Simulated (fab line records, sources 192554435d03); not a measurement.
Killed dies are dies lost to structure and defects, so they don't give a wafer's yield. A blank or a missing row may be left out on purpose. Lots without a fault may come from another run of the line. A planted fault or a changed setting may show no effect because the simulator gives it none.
fab line records | flow n5_finfet
record lots=7 wafers=39
route steps=1938 shown SD_EPI_N@275 SD_EPI_P@321 HKMG_FIN@406 MOL_CONTACT_COAG@608
start_h: hours from the record's first day to the start of the lot's first wafer shown | wait_h: hours since the lot's step before | " the same as in the row above | L1.1+2: a row that stands for several wafers | - no value, or no start given | * or withheld: withheld | < > ~ a bound
route shown NAME@n: a module of which the file shows steps, and the number in the route of the first | usual: mean/standard deviation of fault-free wafers | same: alike in all rows | chamber/n: place in a boat | sites: the reading at each site | _std_site: their standard deviation | _edge_site: outer sites' mean less inner sites' | radius_mm: how far each site lies from the wafer's centre | mask NAME#n: copy n | behind: the tool/chamber that last shaped the wafer | hold: why the lot was held/for how many hours/how that ended | device: the transistor (n, p or np) that didn't switch | end of line: the same wafers' tests at the end of the route | a step without rows: its recipe alone | killed: dies lost to structure and defects at the first sort, not the wafer's yield | map: a wafer's dies, x killed, . not, _ none there
set.NAME: the setting as run; set.NAME@STEP: as run at that earlier step | model.NAME: the simulator's own value behind a step, which no gauge read
lots whose settings were changed on purpose; a table a step, a row a wafer
## steps
# step N5_SD_EPI_N_ETCH_35
# recipe chemistry=N2/H2 target=SOC overetch_a=1080 mask_material=SiARC temp_c=40 ion_energy_ev=100 source_w=3000 bias_w=133 pressure_mtorr=20 time_s=486 n2_flow_sccm=200 h2_flow_sccm=200
# usual rf_vpp_V=241.2/1.4
# columns lot.wafer tool chamber start_h wait_h set.source_w rf_vpp_V model.SD_EPI_N.cd_nm model.SiARC_of_SD_EPI_N_COAT_33.thk_nm
L074.1 rie_diel-03 3 51.02 0.0 3292 232.7 120 18.8
L074.2 " 0 " " 3292 235.2 120.2 18.8
L074.3 " 1 " " 3000 240.0 119.2 19.6
L074.4 " 2 " " 3000 243.8 118 19.6
L074.5 " 2 " " 3292 233.2 120 18.2
L074.6 " 1 " " 3000 240.0 119.6 19.4
L076.1 rie_diel-04 2 63.00 0.0 2828 245.5 118 20.8
L076.2 " 1 " " 3000 240.9 119.2 20
L076.3 " 0 " " 3000 241.7 120.6 20.2
L076.4 " 3 " " 3000 238.9 120.2 19.8
L076.5 " 1 " " 2828 247.1 118.2 20.8
L076.6 " 2 " " 2828 244.7 118.8 20.8
L077.1 rie_diel-04 1 69.12 0.0 3000 240.8 119.2 19.6
L077.2 " 0 " " 2587 253.2 117.6 21.4
L077.3 " 3 " " 3000 241.3 119 19.6
L077.4 " 0 " " 2587 255.1 117.4 21.4
L077.5 " 1 " " 3000 242.1 119 19.8
L077.6 " 3 " " 2587 253.9 116.4 21.2
L079.1 rie_diel-03 1 78.62 0.0 3000 241.0 121 19.6
L079.2 " 0 " " 3000 242.0 121.2 19.8
L079.3 " 2 " " 3000 242.4 120.8 19.4
L079.4 " 3 " " 3000 241.3 121 19.8
L079.5 " 0 " " 3000 241.4 121 20
L079.6 " 3 " " 3000 240.3 121.8 19.8
L083.2 rie_diel-03 2 105.62 0.1 3000 242.4 118.6 19.6
L083.5 " 2 " " 3000 242.7 119.8 19.6
L083.6 " 1 " " 3000 239.8 120.8 19.4
L087.1 rie_diel-05 1 126.28 0.0 3000 241.7 120 19.8
L087.2 " 2 " " 3000 241.9 119.6 19.6
L087.3 " 0 " " 2479 259.5 116.8 21.6
L087.4 " 3 " " 3000 239.8 120.6 19.4
L087.5 " 2 " " 2479 255.8 116.4 21.6
L087.6 " 3 " " 2479 256.3 117.8 21.4
L096.1 rie_diel-05 0 189.45 0.0 3000 243.2 121.6 19.4
L096.2 " 1 " " 3000 241.7 121.6 19.8
L096.3 " 3 " " 2491 255.3 119.6 21.4
L096.4 " 2 " " 3000 240.9 120.6 19.4
L096.5 " 0 " " 2491 258.9 118.8 21.4
L096.6 " 1 " " 2491 256.7 118.8 22
# step N5_SD_EPI_P_EPI_21
# recipe material=SiGe:B dopant=B temp_c=550 pressure_torr=20 ambient=H2 time_s=355
# columns lot.wafer tool chamber start_h wait_h set.pressure_torr model.SiGe-B_of_SD_EPI_P_EPI_21.thk_nm
L074.1 epi_rpcvd-01 0 56.75 0.1 22.55 63.2
L074.2 " 0 " " 22.55 63.8
L074.3 " 0 " " 22.55 64.2
L074.4+5+6 " 0 " " 22.55 63.4
L076.1+6 epi_rpcvd-04 0 68.72 0.1 21.56 62.4
L076.2+3 " 0 " " 21.56 62.2
L076.4 " 0 " " 21.56 62.6
L076.5 " 0 " " 21.56 62
L077.1+5 epi_rpcvd-02 0 76.70 0.2 16.82 56
L077.2 " 0 " " 16.82 56.2
L077.3 " 0 " " 16.82 55.2
L077.4 " 0 " " 16.82 55.6
L077.6 " 0 " " 16.82 55
L079.1 epi_rpcvd-04 0 84.34 0.1 20 60
L079.2 " 0 " " 20 60.6
L079.3 " 0 " " 20 61.2
L079.4+5 " 0 " " 20 61
L079.6 " 0 " " 20 61.6
L083.2+5 epi_rpcvd-01 0 113.85 0.6 20 61.4
L083.6 " 0 115.77 2.4 20 60.2
L087.1 epi_rpcvd-01 0 132.02 0.2 23.51 66
L087.2+3 " 0 " " 23.51 66.2
L087.4+6 " 0 " " 23.51 66.4
L087.5 " 0 " " 23.51 65.6
L096.1+5 epi_rpcvd-01 0 195.14 0.1 21.45 62.4
L096.2 " 0 " " 21.45 62.6
L096.3 " 0 " " 21.45 62
L096.4 " 0 " " 21.45 62.8
L096.6 " 0 " " 21.45 61.4
# step N5_SD_EPI_P_EPI_MEAS_23
# recipe mode=xrd
# usual thk_nm=60.7/1.3
# columns lot.wafer tool chamber start_h wait_h set.pressure_torr@SD_EPI_P_EPI_21 thk_nm
L074.1 film_metro-02 - 58.95 1.8 22.55 66.6
L074.2 " - " " 22.55 64.2
L074.3 " - " " 22.55 64.2
L074.4 " - " " 22.55 63.2
L074.5 " - " " 22.55 63.6
L074.6 " - " " 22.55 63.9
L076.1 film_metro-01 - 70.91 1.8 21.56 62.9
L076.2 " - " " 21.56 60.3
L076.3 " - " " 21.56 61.3
L076.4 " - " " 21.56 63.0
L076.5 " - " " 21.56 62.7
L076.6 " - " " 21.56 63.3
L077.1 film_metro-01 - 79.61 2.4 16.82 55.6
L077.2 " - " " 16.82 57.3
L077.3 " - " " 16.82 55.4
L077.4 " - " " 16.82 54.5
L077.5 " - " " 16.82 55.8
L077.6 " - " " 16.82 55.7
L079.1 film_metro-02 - 86.53 1.8 20 60.1
L079.2 " - " " 20 60.3
L079.3 " - " " 20 61.5
L079.4 " - " " 20 61.2
L079.5 " - " " 20 61.8
L079.6 " - " " 20 61.1
L083.2 film_metro-01 - 116.28 2.0 20 59.9
L083.5 " - " " 20 60.5
L083.6 " - " " 20 60.2
L087.1 film_metro-01 - 134.93 2.4 23.51 65.4
L087.2 " - " " 23.51 66.6
L087.3 " - " " 23.51 66.7
L087.4 " - " " 23.51 66.5
L087.5 " - " " 23.51 66.2
L087.6 " - " " 23.51 66.5
L096.1 film_metro-01 - 197.35 1.9 21.45 62.0
L096.2 " - " " 21.45 63.9
L096.3 " - " " 21.45 63.0
L096.4 " - " " 21.45 63.0
L096.5 " - " " 21.45 62.5
L096.6 " - " " 21.45 63.7
# step N5_HKMG_FIN_ETCH_58
# recipe chemistry=N2/H2 target=SOC target_depth_a=2158 ion_energy_ev=50 bias_w=13 time_s=741 pressure_mtorr=30 source_w=875 n2_flow_sccm=200 h2_flow_sccm=200
# columns lot.wafer tool chamber start_h wait_h set.target_depth_a model.SOC_of_HKMG_FIN_COAT_41.thk_nm model.HKMG_FIN.feature_depth_nm model.etch.depth_nm
L074.1 rie_diel-05 2 72.84 0.0 2158 81.2 218.6 218.7
L074.2 " 0 " " 2158 80.4 219.6 219.6
L074.3 " 1 " " 2062 95.8 204.2 204.1
L074.4 " 3 " " 2062 88 212 211.9
L074.5 " 1 " " 2062 94.8 204.4 204.4
L074.6 " 2 " " 2158 83.4 216.4 216.4
L076.1 rie_diel-04 3 85.66 0.0 2346 63.8 237.4 237.5
L076.2 " 2 " " 2158 89.6 212.2 212.1
L076.3 " 1 " " 2158 85.8 215.6 215.6
L076.4 " 0 " " 2346 68.8 233.2 233.2
L076.5 " 0 " " 2346 68.8 232 232
L076.6 " 1 " " 2158 85.8 215.4 215.3
L077.1 rie_diel-03 2 93.57 0.0 2158 81 220.2 220.1
L077.2 " 3 " " 2158 85.6 214 214
L077.3 " 1 " " 2284 67 233.8 233.7
L077.4 " 0 " " 2284 74 227 227
L077.5 " 3 " " 2158 84.6 216.2 216.2
L077.6 " 0 " " 2284 73.2 227.4 227.4
L079.1 rie_diel-04 2 101.80 0.0 2158 89 212.8 212.8
L079.2 " 3 " " 2158 82.4 218.2 218.1
L079.3 " 1 " " 2158 85 216.4 216.3
L079.4 " 0 " " 2158 85.8 215.2 215.3
L079.5 " 3 " " 2158 81.4 219.2 219.2
L079.6 " 0 " " 2158 84.6 216.6 216.6
L083.2 rie_diel-05 0 130.34 0.0 2158 77.4 223.4 223.3
L083.5 " 2 " " 2158 79.8 221.6 221.7
L083.6 " 3 " " 2158 76 224.6 224.5
L087.1 rie_diel-03 2 150.21 0.0 2158 81.6 219.4 219.4
L087.2 " 3 " " 2158 86.4 214.8 214.9
L087.3 " 0 " " 2158 86.6 214 213.9
L087.4 " 1 " " 2158 82.4 219.2 219.2
L087.5 " 1 " " 2158 81.2 219.4 219.5
L087.6 " 2 " " 2158 81.4 220 219.9
L096.1 rie_diel-05 2 211.26 0.0 2158 84.4 217.2 217.2
L096.2 " 0 " " 2254 69.4 230.6 230.6
L096.3 " 3 " " 2254 69.6 232 232
L096.4 " 1 " " 2254 80.2 221.6 221.6
L096.5 " 2 " " 2158 84.8 216.4 216.3
L096.6 " 1 " " 2158 89.4 212.4 212.4
# step N5_HKMG_FIN_ETCH_35
# recipe chemistry=N2/H2 target=SOC target_depth_a=2158 ion_energy_ev=65 bias_w=5 source_w=3000 time_s=243.4 pressure_mtorr=30 n2_flow_sccm=200 h2_flow_sccm=200
# usual rf_vpp_V=141.9/1
# columns lot.wafer tool chamber start_h wait_h set.bias_w rf_vpp_V model.SOC_of_HKMG_FIN_COAT_29.thk_nm model.HKMG_FIN.feature_depth_nm model.etch.depth_nm
L074.1 rie_diel-05 0 76.13 0.0 5 144.2 76.2 223.6 223.6
L074.2 " 3 " " 5 141.2 77.2 223.4 223.5
L074.3 " 2 " " 5 143.2 81.2 219.2 219.1
L074.4 " 1 " " 5 141.7 84.4 215.4 215.4
L074.5 " 3 " " 5 140.8 77.4 223 223.1
L074.6 " 2 " " 5 142.2 80.6 220 220
L076.1 rie_diel-03 0 89.60 0.0 5 141.7 84.4 215.6 215.5
L076.2 " 1 " " 5 139.3 77.8 221.8 221.8
L076.3 " 2 " " 5 141.5 78.8 220.4 220.4
L076.4 " 3 " " 5 141.0 84 215.4 215.4
L076.5 " 1 " " 5 140.6 76.6 222.4 222.4
L076.6 " 0 " " 5 141.4 82.8 216.4 216.4
L077.1 rie_diel-05 1 97.44 0.0 5.953 160.1 67.8 233 233.1
L077.2 " 0 " " 5 143.9 80.2 219 219.1
L077.3 " 3 " " 5 142.1 79.2 221 221.1
L077.4 " 2 " " 5 142.7 79.8 219.8 219.7
L077.5 " 1 " " 5.953 158.1 67.8 232.6 232.6
L077.6 " 0 " " 5.953 159.7 62.6 237 237.1
L079.1 rie_diel-05 2 105.30 0.0 5 142.2 79.6 219.6 219.5
L079.2 " 3 " " 4.118 124.9 96 203.6 203.6
L079.3 " 0 " " 4.118 125.5 95.2 204 204.1
L079.4 " 1 " " 4.118 126.7 101 198.4 198.4
L079.5 " 2 " " 5 140.8 79.4 219.8 219.8
L079.6 " 3 " " 5 141.3 78.2 221.2 221.2
L083.2 rie_diel-05 3 133.72 0.0 5 141.7 77.6 222 222.1
L083.5 " 2 " " 5 143.5 82.2 218 218
L083.6 " 3 " " 5 139.5 79.2 222 222
L087.1 rie_diel-05 2 153.71 0.0 5.678 153.2 68.2 231.4 231.4
L087.2 " 3 " " 5 140.3 78.8 221.4 221.4
L087.3 " 1 " " 5.678 155.6 74.8 225.2 225.1
L087.4 " 0 " " 5 144.0 77.6 221.8 221.8
L087.5 " 2 " " 5 141.3 82.2 217.2 217.2
L087.6 " 1 " " 5.678 153.4 72.2 227.2 227.3
L096.1 rie_diel-04 3 215.51 0.0 5.839 155.3 69.2 232.2 232.2
L096.2 " 0 " " 5 142.4 86 215 214.9
L096.3 " 2 " " 5.839 157.0 72.8 229 229.1
L096.4 " 1 " " 5 140.6 79.8 221.4 221.4
L096.5 " 2 " " 5 143.0 88.6 213.2 213.2
L096.6 " 1 " " 5.839 157.6 65.2 236.4 236.3
# step N5_HKMG_FIN_STRIP_92
# recipe chemistry=N2/H2 material=SOC time_s=20 power_w=500 temp_c=40 pressure_mtorr=50 rf_frequency_hz=6e+07 bias_power_w=8 h2_frac=0.5 n2_flow_sccm=300 h2_flow_sccm=300
# columns lot.wafer tool chamber start_h wait_h set.bias_w@HKMG_FIN_ETCH_35 model.SOC_of_HKMG_FIN_COAT_29.thk_nm
L074.1 rie_diel-05 0 76.28 0.1 5 65.4
L074.2+5 " 3 " " 5 66.6
L074.3 " 2 " " 5 70.8
L074.4 " 1 " " 5 74.2
L074.6 " 2 " " 5 70.2
L076.1 rie_diel-03 0 89.75 0.1 5 74.2
L076.2 " 1 " " 5 67.2
L076.3 " 2 " " 5 68.4
L076.4 " 3 " " 5 73.6
L076.5 " 1 " " 5 66.2
L076.6 " 0 " " 5 72.6
L077.1+5 rie_diel-05 1 97.59 0.1 5.953 57.6
L077.2 " 0 " " 5 69.8
L077.3 " 3 " " 5 68.6
L077.4 " 2 " " 5 69.6
L077.6 " 0 " " 5.953 52.2
L079.1+5 rie_diel-05 2 105.45 0.1 5 69.2
L079.2 " 3 " " 4.118 85.4
L079.3 " 0 " " 4.118 84.8
L079.4 " 1 " " 4.118 91
L079.6 " 3 " " 5 67.6
L083.2 rie_diel-05 3 133.87 0.1 5 67
L083.5 " 2 " " 5 72
L083.6 " 3 " " 5 68.6
L087.1 rie_diel-05 2 153.86 0.1 5.678 57.8
L087.2 " 3 " " 5 68.2
L087.3 " 1 " " 5.678 64.8
L087.4 " 0 " " 5 67
L087.5 " 2 " " 5 72
L087.6 " 1 " " 5.678 62.2
L096.1 rie_diel-04 3 215.65 0.1 5.839 59
L096.2 " 0 " " 5 76
L096.3 " 2 " " 5.839 62.8
L096.4 " 1 " " 5 69.4
L096.5 " 2 " " 5 78.8
L096.6 " 1 " " 5.839 54.8
# step N5_MOL_CONTACT_COAG_ALD_133
# recipe material=SiO2 target_thk_a=50 temp_c=100 ald_precursor_family=BDEAS ald_co_reactant=O2-plasma pulse_time_s=1 co_reactant_pulse_time_s=1 purge_time_s=2 co_reactant_purge_time_s=2 ald_cycles=35 pressure_torr=2
# columns lot.wafer tool chamber start_h wait_h set.ald_cycles model.SiO2_of_MOL_CONTACT_COAG_ALD_133.thk_nm
L074.1+5+6 ald_sin-04 1,3,2 100.37 0.1 38 5.4
L074.2+3+4 " 2,0,3 " " 35 5
L076.1+2+4 ald_sin-01 2,0,2 116.02 0.1 41 5.8
L076.3+5+6 " 3,0,3 " " 35 5
L077.1+4+5 ald_sin-01 0,3,0 122.78 0.1 35 5
L077.2 " 2 " " 33 4.8
L077.3+6 " 3,2 " " 33 4.6
L079.1+2+5 ald_sin-04 0,2,2 130.34 0.1 31 4.4
L079.3+4+6 " 1,3,3 " " 35 5
L083.2+5+6 ald_sin-04 1,0,3 158.72 0.7 35 5
L087.1 ald_sin-04 3 177.33 0.1 40 5.8
L087.2+4+6 " 2,2,3 " " 35 5
L087.3+5 " 0 " " 40 5.6
L096.1+3+4 ald_sin-02 2,0,1 242.39 0.7 35 5
L096.2+5+6 " 3,0,3 " " 29 4.2
## key
split step=N5_SD_EPI_N_ETCH_35 setting=source_w stated=3000 by=wafer
response step=N5_SD_EPI_N_ETCH_35 reading=rf_vpp_V change=-0.897 per=1% r=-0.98
response step=N5_SD_EPI_N_ETCH_35 reading=model.SD_EPI_N.cd_nm change=+0.152 per=1% r=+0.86
response step=N5_SD_EPI_N_ETCH_35 reading=model.SiARC_of_SD_EPI_N_COAT_33.thk_nm change=-0.116 per=1% r=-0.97
split step=N5_SD_EPI_P_EPI_21 setting=pressure_torr stated=20 by=lot
response step=N5_SD_EPI_P_EPI_21 reading=model.SiGe-B_of_SD_EPI_P_EPI_21.thk_nm change=+0.292 per=1% r=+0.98
response step=N5_SD_EPI_P_EPI_MEAS_23 reading=thk_nm change=* per=1% r=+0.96
split step=N5_HKMG_FIN_ETCH_58 setting=target_depth_a stated=2158 by=wafer
response step=N5_HKMG_FIN_ETCH_58 reading=model.SOC_of_HKMG_FIN_COAT_41.thk_nm change=-2.37 per=1% r=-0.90
response step=N5_HKMG_FIN_ETCH_58 reading=model.HKMG_FIN.feature_depth_nm change=+2.36 per=1% r=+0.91
response step=N5_HKMG_FIN_ETCH_58 reading=model.etch.depth_nm change=+2.37 per=1% r=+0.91
split step=N5_HKMG_FIN_ETCH_35 setting=bias_w stated=5 by=wafer
response step=N5_HKMG_FIN_ETCH_35 reading=rf_vpp_V change=+0.879 per=1% r=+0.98
response step=N5_HKMG_FIN_ETCH_35 reading=model.SOC_of_HKMG_FIN_COAT_29.thk_nm change=-0.837 per=1% r=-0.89
response step=N5_HKMG_FIN_ETCH_35 reading=model.HKMG_FIN.feature_depth_nm change=+0.849 per=1% r=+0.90
response step=N5_HKMG_FIN_ETCH_35 reading=model.etch.depth_nm change=+0.849 per=1% r=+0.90
response step=N5_HKMG_FIN_STRIP_92 reading=model.SOC_of_HKMG_FIN_COAT_29.thk_nm change=-0.833 per=1% r=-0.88
split step=N5_MOL_CONTACT_COAG_ALD_133 setting=ald_cycles stated=35 by=wafer
response step=N5_MOL_CONTACT_COAG_ALD_133 reading=model.SiO2_of_MOL_CONTACT_COAG_ALD_133.thk_nm change=+0.0478 per=1% r=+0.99
